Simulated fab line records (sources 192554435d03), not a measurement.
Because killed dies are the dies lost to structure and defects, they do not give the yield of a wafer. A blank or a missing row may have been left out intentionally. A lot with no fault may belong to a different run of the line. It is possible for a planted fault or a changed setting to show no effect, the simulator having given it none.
Lot-split experiment || flow n5 finfet || 21 wafers read from 7 lots, route of 1938 steps

## ABOUT THE SPLIT
At N5_ZERO_LAYER_DEVELOP_10 (develop time 60 s), the setting develop time s was moved away from the recipe's 60 s on 7 of the 21 wafers read, by -21.4% to +17.9%. This setting was run at the recipe's value on the other wafers.

## BETWEEN THE SPLIT AND THE READING: the file shows 1 step in between
- N5_ZERO_LAYER_HARDBAKE_23: time 120 s

## THE READING
cd nm at N5_ZERO_LAYER_CD_MEAS_11, given in nm (cd target 2000 nm). Fault-free wafers of this fab line usually give 1999.6 nm, standard deviation 1.6 nm.

{"wafer": "L074.3", "tool, chamber at the split": "litho track-04, 0", "develop time s as run, s": 60, "against the recipe": "recipe", "cd nm, nm": 1999.2, "against lot-mates on the recipe": "-"}
{"wafer": "L074.4", "tool, chamber at the split": "litho track-04, 0", "develop time s as run, s": 60, "against the recipe": "recipe", "cd nm, nm": 1998.8, "against lot-mates on the recipe": "-"}
{"wafer": "L074.5", "tool, chamber at the split": "litho track-04, 0", "develop time s as run, s": 60, "against the recipe": "recipe", "cd nm, nm": 1998.6, "against lot-mates on the recipe": "-"}
{"wafer": "L075.1", "tool, chamber at the split": "litho track-02, 0", "develop time s as run, s": 60, "against the recipe": "recipe", "cd nm, nm": 1996.8, "against lot-mates on the recipe": "-"}
{"wafer": "L075.2", "tool, chamber at the split": "litho track-02, 0", "develop time s as run, s": 60, "against the recipe": "recipe", "cd nm, nm": 1998.1, "against lot-mates on the recipe": "-"}
{"wafer": "L075.3", "tool, chamber at the split": "litho track-02, 0", "develop time s as run, s": 60, "against the recipe": "recipe", "cd nm, nm": 1999.0, "against lot-mates on the recipe": "-"}
{"wafer": "L082.2", "tool, chamber at the split": "litho track-04, 0", "develop time s as run, s": 60, "against the recipe": "recipe", "cd nm, nm": 2000.5, "against lot-mates on the recipe": "-"}
{"wafer": "L082.4", "tool, chamber at the split": "litho track-04, 0", "develop time s as run, s": 65.13, "against the recipe": "+8.5%", "cd nm, nm": 2002.1, "against lot-mates on the recipe": "+0.9"}
{"wafer": "L082.6", "tool, chamber at the split": "litho track-04, 0", "develop time s as run, s": 60, "against the recipe": "recipe", "cd nm, nm": 2001.9, "against lot-mates on the recipe": "-"}
{"wafer": "L089.1", "tool, chamber at the split": "litho track-04, 0", "develop time s as run, s": 60, "against the recipe": "recipe", "cd nm, nm": 2001.7, "against lot-mates on the recipe": "-"}
{"wafer": "L089.3", "tool, chamber at the split": "litho track-04, 0", "develop time s as run, s": 50.08, "against the recipe": "-16.5%", "cd nm, nm": 1997.8, "against lot-mates on the recipe": -3.5}
{"wafer": "L089.4", "tool, chamber at the split": "litho track-04, 0", "develop time s as run, s": 60, "against the recipe": "recipe", "cd nm, nm": 2000.8, "against lot-mates on the recipe": "-"}
{"wafer": "L093.3", "tool, chamber at the split": "litho track-02, 0", "develop time s as run, s": 60, "against the recipe": "recipe", "cd nm, nm": 2000.4, "against lot-mates on the recipe": "-"}
{"wafer": "L093.4", "tool, chamber at the split": "litho track-02, 0", "develop time s as run, s": 70.77, "against the recipe": "+17.9%", "cd nm, nm": 2003.4, "against lot-mates on the recipe": "+4.2"}
{"wafer": "L093.6", "tool, chamber at the split": "litho track-02, 0", "develop time s as run, s": 60, "against the recipe": "recipe", "cd nm, nm": 1998.0, "against lot-mates on the recipe": "-"}
{"wafer": "L094.2", "tool, chamber at the split": "litho track-03, 0", "develop time s as run, s": 60, "against the recipe": "recipe", "cd nm, nm": 2000.3, "against lot-mates on the recipe": "-"}
{"wafer": "L094.3", "tool, chamber at the split": "litho track-03, 0", "develop time s as run, s": 60, "against the recipe": "recipe", "cd nm, nm": 2001.6, "against lot-mates on the recipe": "-"}
{"wafer": "L094.4", "tool, chamber at the split": "litho track-03, 0", "develop time s as run, s": 68.39, "against the recipe": "+14.0%", "cd nm, nm": 2004.0, "against lot-mates on the recipe": "+3.1"}
{"wafer": "L096.2", "tool, chamber at the split": "litho track-04, 0", "develop time s as run, s": 47.16, "against the recipe": "-21.4%", "cd nm, nm": 1993.1, "against lot-mates on the recipe": "no lot-mate on the recipe"}
{"wafer": "L096.4", "tool, chamber at the split": "litho track-04, 0", "develop time s as run, s": 47.16, "against the recipe": "-21.4%", "cd nm, nm": 1993.4, "against lot-mates on the recipe": "no lot-mate on the recipe"}
{"wafer": "L096.5", "tool, chamber at the split": "litho track-04, 0", "develop time s as run, s": 47.16, "against the recipe": "-21.4%", "cd nm, nm": 1994.4, "against lot-mates on the recipe": "no lot-mate on the recipe"}

THE FIT
A straight line over all 21 wafers: cd nm changes by +0.254 nm for each +1% of develop time s; r = +0.88; the points scatter about the line by 1.5 nm.
The same after taking each lot's own level away (the mean of its wafers on the recipe; 18 wafers): +0.212 nm for each +1%; r = +0.90; scatter 0.74 nm.
Per that fit: largest develop time s move, reading shift of 4.5 nm.
Across the lots, their own levels run from 1997.97 to 2001.25 nm, a range of 2.1 times the standard deviation given above.
Thus the slope moves with the lot-to-lot level: the two fits are different.
Check: +3.52 nm against its lot-mates is what the line predicts for one of the wafers moved furthest among these (+17.9%) when that wafer is left out of the fit. It came out at +4.2 nm against them.

## THESE WAFERS: OTHER SPLITS
Note: prior to the reading, these wafers also went through further splits. Each is held against what the fit with the lots' levels taken away leaves over:
{"other split on the same wafers": "N5_ZERO_LAYER_COAT_05 spin rpm", "wafers away from the commonest value": 9, "r with cd nm (lot level and that fit taken away)": "+0.23"}

## THE FILE'S OWN FIT
cd nm changes by +0.211 nm for each +1% of develop time s, r = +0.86.
